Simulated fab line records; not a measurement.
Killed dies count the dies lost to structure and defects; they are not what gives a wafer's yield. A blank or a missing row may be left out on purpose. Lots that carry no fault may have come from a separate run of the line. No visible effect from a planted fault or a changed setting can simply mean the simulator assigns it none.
Which tool is to blame? :: flow n5-finfet :: Sampling: 24 lots, 72 wafers, 5 of 1938 route steps

## WHAT THE GAUGES READ, wafer by wafer
N5_BEOL_M13_OVL_MEAS_11.
lot: L075
measured: day 11 16:23
on: overlay-01
V12_OVL (nm): 10 4 5

lot: L074
measured: day 11 23:38
on: overlay-01
V12_OVL (nm): 0 -4 -4

lot: L076
measured: day 12 06:24
on: overlay-01
V12_OVL (nm): 2 -4 -4

lot: L080
measured: day 12 20:16
on: overlay-02
V12_OVL (nm): -2 -5 -6

lot: L078
measured: day 12 23:41
on: overlay-02
V12_OVL (nm): -5 -1 -4

lot: L077
measured: day 13 02:13
on: overlay-01
V12_OVL (nm): 1 2 -1

lot: L079
measured: day 13 09:31
on: overlay-01
V12_OVL (nm): -1 -5 3

lot: L081
measured: day 14 04:23
on: overlay-01
V12_OVL (nm): 9 8 -1

lot: L082
measured: day 14 05:26
on: overlay-02
V12_OVL (nm): -4 3 -1

lot: L083
measured: day 14 16:11
on: overlay-02
V12_OVL (nm): 5 6 8

lot: L084
measured: day 14 20:35
on: overlay-01
V12_OVL (nm): -1 5 -4

lot: L086
measured: day 15 12:31
on: overlay-01
V12_OVL (nm): -3 5 0

lot: L085
measured: day 15 12:59
on: overlay-01
V12_OVL (nm): 1 8 -1

lot: L088
measured: day 15 22:20
on: overlay-02
V12_OVL (nm): -4 4 12

lot: L089
measured: day 16 04:09
on: overlay-02
V12_OVL (nm): 2 8 -3

lot: L087
measured: day 16 06:53
on: overlay-01
V12_OVL (nm): -2 5 -8

lot: L093
measured: day 16 13:22
on: overlay-02
V12_OVL (nm): -8 -9 -8

lot: L091
measured: day 16 17:07
on: overlay-01
V12_OVL (nm): -7 -9 -4

lot: L090
measured: day 17 01:43
on: overlay-02
V12_OVL (nm): 14 1 14

lot: L092
measured: day 17 09:58
on: overlay-02
V12_OVL (nm): -3 1 -9

lot: L094
measured: day 17 10:30
on: overlay-01
V12_OVL (nm): 8 -5 -3

lot: L095
measured: day 17 10:53
on: overlay-02
V12_OVL (nm): -6 -13 -8

lot: L096
measured: day 18 08:08
on: overlay-01
V12_OVL (nm): -6 11 1

lot: L097
measured: day 19 01:12
on: overlay-01
V12_OVL (nm): -3 -1 -5

N5_BEOL_M14_CD_MEAS_10: the cd target is 250 nm.
lot: L075
measured: day 11 21:17
on: cd-sem-03
cd-nm (nm): 251.2 252.2 252.1

lot: L074
measured: day 12 06:05
on: cd-sem-01
cd-nm (nm): 252.6 251.0 249.4

lot: L076
measured: day 12 14:22
on: cd-sem-02
cd-nm (nm): 251.3 250.1 250.2

lot: L080
measured: day 13 01:10
on: cd-sem-01
cd-nm (nm): 252.2 249.9 252.4

lot: L078
measured: day 13 08:26
on: cd-sem-01
cd-nm (nm): 248.7 250.9 252.4

lot: L077
measured: day 13 08:43
on: cd-sem-01
cd-nm (nm): 249.2 248.8 251.6

lot: L079
measured: day 13 18:25
on: cd-sem-02
cd-nm (nm): 250.1 248.8 250.7

lot: L081
measured: day 14 09:25
on: cd-sem-01
cd-nm (nm): 251.1 251.3 251.0

lot: L082
measured: day 14 13:09
on: cd-sem-01
cd-nm (nm): 251.4 248.6 250.8

lot: L083
measured: day 14 22:34
on: cd-sem-02
cd-nm (nm): 250.0 249.9 248.3

lot: L084
measured: day 15 02:13
on: cd-sem-03
cd-nm (nm): 247.0 247.1 249.1

lot: L086
measured: day 15 16:22
on: cd-sem-02
cd-nm (nm): 250.4 252.9 249.9

lot: L085
measured: day 15 21:51
on: cd-sem-03
cd-nm (nm): 251.8 249.6 251.5

lot: L088
measured: day 16 03:47
on: cd-sem-01
cd-nm (nm): 248.6 250.4 247.7

lot: L089
measured: day 16 13:50
on: cd-sem-01
cd-nm (nm): 252.0 255.1 254.0

lot: L087
measured: day 16 14:52
on: cd-sem-02
cd-nm (nm): 252.5 250.8 251.7

lot: L093
measured: day 16 17:32
on: cd-sem-03
cd-nm (nm): 249.7 250.7 250.9

lot: L091
measured: day 16 22:12
on: cd-sem-02
cd-nm (nm): 250.9 248.1 249.3

lot: L090
measured: day 17 10:34
on: cd-sem-01
cd-nm (nm): 252.9 252.3 250.0

lot: L092
measured: day 17 14:24
on: cd-sem-01
cd-nm (nm): 253.3 249.4 250.5

lot: L094
measured: day 17 17:22
on: cd-sem-03
cd-nm (nm): 250.9 249.3 253.5

lot: L095
measured: day 17 18:01
on: cd-sem-01
cd-nm (nm): 250.8 247.0 248.9

lot: L096
measured: day 18 12:53
on: cd-sem-02
cd-nm (nm): 250.7 251.1 249.4

lot: L097
measured: day 19 06:01
on: cd-sem-01
cd-nm (nm): 250.6 253.4 251.4

## TOOL THAT RAN EACH LOT (tool first, then ch and the chambers of the sampled wafers, then the start)
lot: L075
N5_BEOL_M13_DESCUM_15: rie-diel-05 ch 0,1,3, day 11 16:28
N5_BEOL_M13_STRIP_37: plasma-asher-01 ch 0,1, day 11 18:09
N5_BEOL_M13_SPUTTER_44: pvd-sputter-02, day 11 19:31

lot: L074
N5_BEOL_M13_DESCUM_15: rie-diel-02 ch 0,1,3, day 11 23:42
N5_BEOL_M13_STRIP_37: plasma-asher-01 ch 0, day 12 01:23
N5_BEOL_M13_SPUTTER_44: pvd-sputter-02, day 12 04:11

lot: L076
N5_BEOL_M13_DESCUM_15: rie-diel-02 ch 0,2,3, day 12 06:37
N5_BEOL_M13_STRIP_37: plasma-asher-02 ch 0,1, day 12 08:10
N5_BEOL_M13_SPUTTER_44: pvd-sputter-03, day 12 12:13

lot: L080
N5_BEOL_M13_DESCUM_15: rie-diel-02 ch 0,3, day 12 20:20
N5_BEOL_M13_STRIP_37: plasma-asher-02 ch 0,1, day 12 22:08
N5_BEOL_M13_SPUTTER_44: pvd-sputter-02, day 12 23:19

lot: L078
N5_BEOL_M13_DESCUM_15: rie-diel-05 ch 1,2,3, day 12 23:44
N5_BEOL_M13_STRIP_37: plasma-asher-02 ch 1, day 13 01:25
N5_BEOL_M13_SPUTTER_44: pvd-sputter-02, day 13 06:31

lot: L077
N5_BEOL_M13_DESCUM_15: rie-diel-06 ch 2,3, day 13 02:17
N5_BEOL_M13_STRIP_37: plasma-asher-01 ch 0,1, day 13 03:50
N5_BEOL_M13_SPUTTER_44: pvd-sputter-01, day 13 06:55

lot: L079
N5_BEOL_M13_DESCUM_15: rie-diel-02 ch 0,1, day 13 09:40
N5_BEOL_M13_STRIP_37: plasma-asher-01 ch 0,1, day 13 11:20
N5_BEOL_M13_SPUTTER_44: pvd-sputter-02, day 13 16:00

lot: L081
N5_BEOL_M13_DESCUM_15: rie-diel-05 ch 1,3, day 14 04:27
N5_BEOL_M13_STRIP_37: plasma-asher-02 ch 0,1, day 14 06:20
N5_BEOL_M13_SPUTTER_44: pvd-sputter-02, day 14 07:38

lot: L082
N5_BEOL_M13_DESCUM_15: rie-diel-02 ch 1,2,3, day 14 05:53
N5_BEOL_M13_STRIP_37: plasma-asher-02 ch 0,1, day 14 07:31
N5_BEOL_M13_SPUTTER_44: pvd-sputter-03, day 14 11:03

lot: L083
N5_BEOL_M13_DESCUM_15: rie-diel-06 ch 1,2, day 14 16:14
N5_BEOL_M13_STRIP_37: plasma-asher-02 ch 0, day 14 17:48
N5_BEOL_M13_SPUTTER_44: pvd-sputter-03, day 14 20:34

lot: L084
N5_BEOL_M13_DESCUM_15: rie-diel-02 ch 0,2, day 14 20:58
N5_BEOL_M13_STRIP_37: plasma-asher-01 ch 0,1, day 14 22:40
N5_BEOL_M13_SPUTTER_44: pvd-sputter-03, day 15 00:35

lot: L086
N5_BEOL_M13_DESCUM_15: rie-diel-02 ch 0,1,2, day 15 12:37
N5_BEOL_M13_STRIP_37: plasma-asher-02 ch 0,1, day 15 14:17
N5_BEOL_M13_SPUTTER_44: pvd-sputter-02, day 15 14:43

lot: L085
N5_BEOL_M13_DESCUM_15: rie-diel-05 ch 0,2, day 15 13:02
N5_BEOL_M13_STRIP_37: plasma-asher-01 ch 0,1, day 15 14:36
N5_BEOL_M13_SPUTTER_44: pvd-sputter-01, day 15 20:13

lot: L088
N5_BEOL_M13_DESCUM_15: rie-diel-02 ch 1,2,3, day 15 22:24
N5_BEOL_M13_STRIP_37: plasma-asher-02 ch 0,1, day 16 00:19
N5_BEOL_M13_SPUTTER_44: pvd-sputter-02, day 16 01:50

lot: L089
N5_BEOL_M13_DESCUM_15: rie-diel-05 ch 0,1,3, day 16 04:13
N5_BEOL_M13_STRIP_37: plasma-asher-02 ch 0,1, day 16 06:15
N5_BEOL_M13_SPUTTER_44: pvd-sputter-01, day 16 11:46

lot: L087
N5_BEOL_M13_DESCUM_15: rie-diel-06 ch 0,1,3, day 16 06:59
N5_BEOL_M13_STRIP_37: plasma-asher-02 ch 0,1, day 16 08:33
N5_BEOL_M13_SPUTTER_44: pvd-sputter-03, day 16 12:31

lot: L093
N5_BEOL_M13_DESCUM_15: rie-diel-02 ch 0,1,3, day 16 13:33
N5_BEOL_M13_STRIP_37: plasma-asher-01 ch 1, day 16 15:07
N5_BEOL_M13_SPUTTER_44: pvd-sputter-03, day 16 15:43

lot: L091
N5_BEOL_M13_DESCUM_15: rie-diel-05 ch 0,1,2, day 16 17:10
N5_BEOL_M13_STRIP_37: plasma-asher-02 ch 0,1, day 16 18:44
N5_BEOL_M13_SPUTTER_44: pvd-sputter-03, day 16 20:33

lot: L090
N5_BEOL_M13_DESCUM_15: rie-diel-02 ch 0,2,3, day 17 01:46
N5_BEOL_M13_STRIP_37: plasma-asher-02 ch 0,1, day 17 03:20
N5_BEOL_M13_SPUTTER_44: pvd-sputter-01, day 17 08:13

lot: L092
N5_BEOL_M13_DESCUM_15: rie-diel-05 ch 1,2, day 17 10:01
N5_BEOL_M13_STRIP_37: plasma-asher-01 ch 0,1, day 17 11:56
N5_BEOL_M13_SPUTTER_44: pvd-sputter-02, day 17 12:25

lot: L094
N5_BEOL_M13_DESCUM_15: rie-diel-02 ch 1,2,3, day 17 10:33
N5_BEOL_M13_STRIP_37: plasma-asher-01 ch 0,1, day 17 12:53
N5_BEOL_M13_SPUTTER_44: pvd-sputter-03, day 17 15:40

lot: L095
N5_BEOL_M13_DESCUM_15: rie-diel-05 ch 2,3, day 17 10:57
N5_BEOL_M13_STRIP_37: plasma-asher-01 ch 0, day 17 13:09
N5_BEOL_M13_SPUTTER_44: pvd-sputter-03, day 17 16:02

lot: L096
N5_BEOL_M13_DESCUM_15: rie-diel-02 ch 1,3, day 18 08:12
N5_BEOL_M13_STRIP_37: plasma-asher-01 ch 0,1, day 18 09:46
N5_BEOL_M13_SPUTTER_44: pvd-sputter-01, day 18 10:29

lot: L097
N5_BEOL_M13_DESCUM_15: rie-diel-02 ch 2,3, day 19 01:15
N5_BEOL_M13_STRIP_37: plasma-asher-02 ch 0,1, day 19 02:58
N5_BEOL_M13_SPUTTER_44: pvd-sputter-03, day 19 03:32
- N5_BEOL_M13_DESCUM_15: chemistry O2, time 7.9 s.
- N5_BEOL_M13_STRIP_37: strips in N2/H2.
- N5_BEOL_M13_SPUTTER_44: material Ta, target thk 10 nm, time 16.13 s.

## AS READ BY THE TOOLS THEMSELVES (means over the sampled wafers that have a number; for cases with no such wafer, the mark the record gives instead)
N5_BEOL_M13_DESCUM_15.
lot: L075
tool: rie-diel-05
drypump-motor-current-A (A): 5.3
oes-product-au (a.u.): 0.82
rf-vpp-V (V): 243.7
showerhead-plenum-p-Torr (Torr): 2.08
throttle-valve-pct (%): 20.28

lot: L074
tool: rie-diel-02
drypump-motor-current-A (A): 5.4
oes-product-au (a.u.): 0.80
rf-vpp-V (V): 242.9
showerhead-plenum-p-Torr (Torr): 2.07
throttle-valve-pct (%): 20.44

lot: L076
tool: rie-diel-02
drypump-motor-current-A (A): 5.6
oes-product-au (a.u.): 0.77
rf-vpp-V (V): 242.5
showerhead-plenum-p-Torr (Torr): 2.09
throttle-valve-pct (%): 20.46

lot: L080
tool: rie-diel-02
drypump-motor-current-A (A): 5.3
oes-product-au (a.u.): 0.75
rf-vpp-V (V): 243.9
showerhead-plenum-p-Torr (Torr): 2.12
throttle-valve-pct (%): 20.57

lot: L078
tool: rie-diel-05
drypump-motor-current-A (A): 5.6
oes-product-au (a.u.): 0.80
rf-vpp-V (V): 243.7
showerhead-plenum-p-Torr (Torr): 2.10
throttle-valve-pct (%): 20.32

lot: L077
tool: rie-diel-06
drypump-motor-current-A (A): 5.6
oes-product-au (a.u.): 0.71
rf-vpp-V (V): 243.9
showerhead-plenum-p-Torr (Torr): 2.16
throttle-valve-pct (%): 20.60

lot: L079
tool: rie-diel-02
drypump-motor-current-A (A): 5.3
oes-product-au (a.u.): 0.72
rf-vpp-V (V): 243.3
showerhead-plenum-p-Torr (Torr): 2.11
throttle-valve-pct (%): 20.65

lot: L081
tool: rie-diel-05
drypump-motor-current-A (A): 5.4
oes-product-au (a.u.): 0.75
rf-vpp-V (V): 243.9
showerhead-plenum-p-Torr (Torr): 2.11
throttle-valve-pct (%): 20.36

lot: L082
tool: rie-diel-02
drypump-motor-current-A (A): 5.7
oes-product-au (a.u.): 0.80
rf-vpp-V (V): 242.0
showerhead-plenum-p-Torr (Torr): 2.05
throttle-valve-pct (%): 20.37

lot: L083
tool: rie-diel-06
drypump-motor-current-A (A): 6.2
oes-product-au (a.u.): 0.86
rf-vpp-V (V): 243.4
showerhead-plenum-p-Torr (Torr): 2.09
throttle-valve-pct (%): 20.31

lot: L084
tool: rie-diel-02
drypump-motor-current-A (A): 5.7
oes-product-au (a.u.): 0.70
rf-vpp-V (V): 242.7
showerhead-plenum-p-Torr (Torr): 2.10
throttle-valve-pct (%): 20.59

lot: L086
tool: rie-diel-02
drypump-motor-current-A (A): 5.6
oes-product-au (a.u.): 0.72
rf-vpp-V (V): 243.1
showerhead-plenum-p-Torr (Torr): 2.08
throttle-valve-pct (%): 20.58

lot: L085
tool: rie-diel-05
drypump-motor-current-A (A): 5.9
oes-product-au (a.u.): 0.79
rf-vpp-V (V): 243.3
showerhead-plenum-p-Torr (Torr): 2.08
throttle-valve-pct (%): 20.20

lot: L088
tool: rie-diel-02
drypump-motor-current-A (A): 5.8
oes-product-au (a.u.): 0.78
rf-vpp-V (V): 242.6
showerhead-plenum-p-Torr (Torr): 2.04
throttle-valve-pct (%): 20.38

lot: L089
tool: rie-diel-05
drypump-motor-current-A (A): 5.3
oes-product-au (a.u.): 0.87
rf-vpp-V (V): 242.9
showerhead-plenum-p-Torr (Torr): 2.06
throttle-valve-pct (%): 20.23

lot: L087
tool: rie-diel-06
drypump-motor-current-A (A): 5.8
oes-product-au (a.u.): 0.78
rf-vpp-V (V): 242.2
showerhead-plenum-p-Torr (Torr): 2.07
throttle-valve-pct (%): 20.55

lot: L093
tool: rie-diel-02
drypump-motor-current-A (A): 5.5
oes-product-au (a.u.): 0.76
rf-vpp-V (V): 243.8
showerhead-plenum-p-Torr (Torr): 2.06
throttle-valve-pct (%): 20.48

lot: L091
tool: rie-diel-05
drypump-motor-current-A (A): 5.7
oes-product-au (a.u.): 0.83
rf-vpp-V (V): 243.1
showerhead-plenum-p-Torr (Torr): 2.08
throttle-valve-pct (%): 20.17

lot: L090
tool: rie-diel-02
drypump-motor-current-A (A): 5.6
oes-product-au (a.u.): 0.74
rf-vpp-V (V): 243.8
showerhead-plenum-p-Torr (Torr): 2.08
throttle-valve-pct (%): 20.50

lot: L092
tool: rie-diel-05
drypump-motor-current-A (A): 5.8
oes-product-au (a.u.): 0.87
rf-vpp-V (V): 243.0
showerhead-plenum-p-Torr (Torr): 2.12
throttle-valve-pct (%): 20.17

lot: L094
tool: rie-diel-02
drypump-motor-current-A (A): 5.8
oes-product-au (a.u.): 0.77
rf-vpp-V (V): 242.5
showerhead-plenum-p-Torr (Torr): 2.04
throttle-valve-pct (%): 20.40

lot: L095
tool: rie-diel-05
drypump-motor-current-A (A): 5.4
oes-product-au (a.u.): 0.84
rf-vpp-V (V): 243.1
showerhead-plenum-p-Torr (Torr): 2.06
throttle-valve-pct (%): 20.39

lot: L096
tool: rie-diel-02
drypump-motor-current-A (A): 5.6
oes-product-au (a.u.): 0.78
rf-vpp-V (V): 243.0
showerhead-plenum-p-Torr (Torr): 2.01
throttle-valve-pct (%): 20.40

lot: L097
tool: rie-diel-02
drypump-motor-current-A (A): 6.0
oes-product-au (a.u.): 0.73
rf-vpp-V (V): 243.2
showerhead-plenum-p-Torr (Torr): 2.05
throttle-valve-pct (%): 20.44

N5_BEOL_M13_STRIP_37.
lot: L075
tool: plasma-asher-01
drypump-motor-current-A (A): 5.7
heater-power-w (W): 319
oes-product-au (a.u.): 0.787

lot: L074
tool: plasma-asher-01
drypump-motor-current-A (A): 5.2
heater-power-w (W): 328
oes-product-au (a.u.): 0.778

lot: L076
tool: plasma-asher-02
drypump-motor-current-A (A): 5.0
heater-power-w (W): 313
oes-product-au (a.u.): 0.781

lot: L080
tool: plasma-asher-02
drypump-motor-current-A (A): 4.9
heater-power-w (W): 305
oes-product-au (a.u.): 0.775

lot: L078
tool: plasma-asher-02
drypump-motor-current-A (A): 4.7
heater-power-w (W): 300
oes-product-au (a.u.): 0.785

lot: L077
tool: plasma-asher-01
drypump-motor-current-A (A): 5.4
heater-power-w (W): 318
oes-product-au (a.u.): 0.790

lot: L079
tool: plasma-asher-01
drypump-motor-current-A (A): 5.5
heater-power-w (W): 323
oes-product-au (a.u.): 0.792

lot: L081
tool: plasma-asher-02
drypump-motor-current-A (A): 5.0
heater-power-w (W): 314
oes-product-au (a.u.): 0.788

lot: L082
tool: plasma-asher-02
drypump-motor-current-A (A): 5.1
heater-power-w (W): 312
oes-product-au (a.u.): 0.787

lot: L083
tool: plasma-asher-02
drypump-motor-current-A (A): 5.2
heater-power-w (W): 316
oes-product-au (a.u.): 0.787

lot: L084
tool: plasma-asher-01
drypump-motor-current-A (A): 5.7
heater-power-w (W): 319
oes-product-au (a.u.): 0.799

lot: L086
tool: plasma-asher-02
drypump-motor-current-A (A): 4.9
heater-power-w (W): 306
oes-product-au (a.u.): 0.787

lot: L085
tool: plasma-asher-01
drypump-motor-current-A (A): 5.7
heater-power-w (W): 318
oes-product-au (a.u.): 0.784

lot: L088
tool: plasma-asher-02
drypump-motor-current-A (A): 5.0
heater-power-w (W): 311
oes-product-au (a.u.): 0.782

lot: L089
tool: plasma-asher-02
drypump-motor-current-A (A): 4.9
heater-power-w (W): 310
oes-product-au (a.u.): 0.785

lot: L087
tool: plasma-asher-02
drypump-motor-current-A (A): 5.0
heater-power-w (W): 310
oes-product-au (a.u.): 0.775

lot: L093
tool: plasma-asher-01
drypump-motor-current-A (A): 5.9
heater-power-w (W): 310
oes-product-au (a.u.): 0.784

lot: L091
tool: plasma-asher-02
drypump-motor-current-A (A): 5.1
heater-power-w (W): 310
oes-product-au (a.u.): 0.766

lot: L090
tool: plasma-asher-02
drypump-motor-current-A (A): 5.1
heater-power-w (W): 315
oes-product-au (a.u.): 0.785

lot: L092
tool: plasma-asher-01
drypump-motor-current-A (A): 5.4
heater-power-w (W): 329
oes-product-au (a.u.): 0.780

lot: L094
tool: plasma-asher-01
drypump-motor-current-A (A): 5.4
heater-power-w (W): 317
oes-product-au (a.u.): 0.779

lot: L095
tool: plasma-asher-01
drypump-motor-current-A (A): 5.2
heater-power-w (W): 327
oes-product-au (a.u.): 0.793

lot: L096
tool: plasma-asher-01
drypump-motor-current-A (A): 5.4
heater-power-w (W): 321
oes-product-au (a.u.): 0.792

lot: L097
tool: plasma-asher-02
drypump-motor-current-A (A): 4.9
heater-power-w (W): 301
oes-product-au (a.u.): 0.787

N5_BEOL_M13_SPUTTER_44.
lot: L075
tool: pvd-sputter-02
throttle-valve-pct (%): 29.7

lot: L074
tool: pvd-sputter-02
throttle-valve-pct (%): 30.3

lot: L076
tool: pvd-sputter-03
throttle-valve-pct (%): 30.0

lot: L080
tool: pvd-sputter-02
throttle-valve-pct (%): 30.0

lot: L078
tool: pvd-sputter-02
throttle-valve-pct (%): 29.7

lot: L077
tool: pvd-sputter-01
throttle-valve-pct (%): 31.0

lot: L079
tool: pvd-sputter-02
throttle-valve-pct (%): 30.4

lot: L081
tool: pvd-sputter-02
throttle-valve-pct (%): 29.9

lot: L082
tool: pvd-sputter-03
throttle-valve-pct (%): 30.2

lot: L083
tool: pvd-sputter-03
throttle-valve-pct (%): 29.6

lot: L084
tool: pvd-sputter-03
throttle-valve-pct (%): 29.0

lot: L086
tool: pvd-sputter-02
throttle-valve-pct (%): 30.0

lot: L085
tool: pvd-sputter-01
throttle-valve-pct (%): 31.6

lot: L088
tool: pvd-sputter-02
throttle-valve-pct (%): 29.7

lot: L089
tool: pvd-sputter-01
throttle-valve-pct (%): 31.8

lot: L087
tool: pvd-sputter-03
throttle-valve-pct (%): 30.3

lot: L093
tool: pvd-sputter-03
throttle-valve-pct (%): 29.1

lot: L091
tool: pvd-sputter-03
throttle-valve-pct (%): 29.7

lot: L090
tool: pvd-sputter-01
throttle-valve-pct (%): 31.1

lot: L092
tool: pvd-sputter-02
throttle-valve-pct (%): 30.7

lot: L094
tool: pvd-sputter-03
throttle-valve-pct (%): 30.1

lot: L095
tool: pvd-sputter-03
throttle-valve-pct (%): 29.7

lot: L096
tool: pvd-sputter-01
throttle-valve-pct (%): 31.0

lot: L097
tool: pvd-sputter-03
throttle-valve-pct (%): 29.4

## THE ANSWER, worked out from the rows above alone
Rule: usual is defined by the lots themselves. Put in order of their means at a reading, lots are off if they are a third of the lots or fewer, leave a main group of 4 or more, and stand apart from it by a gap of 3 or more times the standard deviation of the main group's means; of several such gaps the widest counts. If all means in a main group match to the digits the tables above print for the reading, that group is not used. Also off: a lot with no number at a reading for which 4 or more lots have one. The other lots that the step has rows for count as sound. The gauges are gone through in route order, then the tools' own readings, and for those a lot's mean is taken as printed above. The first step at which some lot is off is used, and at that step the reading that is off furthest; a lot without a number counts as furthest.
Nothing can be told from this: no lot is off at any reading shown.

## WHAT THE SIMULATOR HAD INSERTED
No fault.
